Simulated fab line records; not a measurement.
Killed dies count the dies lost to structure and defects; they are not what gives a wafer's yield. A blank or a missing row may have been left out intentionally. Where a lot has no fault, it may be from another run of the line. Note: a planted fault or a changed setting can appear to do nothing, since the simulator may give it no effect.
Chamber matching / flow n5Finfet / 4 sister chambers for N5_SD_EPI_N_ETCH_34 on rieDiel-04
The step etches SiARC in CF4, target depth 45.5 nm, time 75.8 s. 4 wafers are shown with their chamber, then 9 later ones without.

WAFERS, EACH WITH ITS CHAMBER
wafer=L084.5; chamber=3; showerheadPlenumPTorr (Torr)=2.06
wafer=L086.1; chamber=2; showerheadPlenumPTorr (Torr)=2.27
wafer=L086.4; chamber=1; showerheadPlenumPTorr (Torr)=2.09
wafer=L086.5; chamber=0; showerheadPlenumPTorr (Torr)=2.29

WAFERS WITH NO CHAMBER GIVEN
wafer=L091.2; showerheadPlenumPTorr (Torr)=2.05
wafer=L091.3; showerheadPlenumPTorr (Torr)=2.27
wafer=L091.5; showerheadPlenumPTorr (Torr)=2.29
wafer=L092.2; showerheadPlenumPTorr (Torr)=2.27
wafer=L092.4; showerheadPlenumPTorr (Torr)=2.08
wafer=L092.5; showerheadPlenumPTorr (Torr)=2.29
wafer=L094.2; showerheadPlenumPTorr (Torr)=2.28
wafer=L094.4; showerheadPlenumPTorr (Torr)=2.08
wafer=L094.6; showerheadPlenumPTorr (Torr)=2.28

WHICH CHAMBER EACH WENT THROUGH
wafer=L091.2; from the rows above=3; in truth=3
wafer=L091.3; from the rows above=2; in truth=2
wafer=L091.5; from the rows above=0; in truth=0
wafer=L092.2; from the rows above=2; in truth=2
wafer=L092.4; from the rows above=can't be placed: 1 or 3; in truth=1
wafer=L092.5; from the rows above=0; in truth=0
wafer=L094.2; from the rows above=can't be placed: 2 or 0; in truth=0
wafer=L094.4; from the rows above=can't be placed: 1 or 3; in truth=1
wafer=L094.6; from the rows above=can't be placed: 2 or 0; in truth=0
Correctly placed: 5 of 9. From these rows, 4 cannot be placed; in 4 the true chamber is one of the candidates. Wrongly placed: 0.
How it was worked out, from the rows above alone: a wafer's distance from a chamber is the root of the sum, over the readings, of the square of ((its reading less the chamber's mean) divided by the reading's scatter). The wafer belongs to the nearest chamber; if the next one is less than 2 further off, it can't be placed. A chamber's mean is the mean of its shown wafers. The scatter (one wafer shown for each chamber): square how far every hidden wafer sits from the nearest shown wafer, average those squares and take the square root.
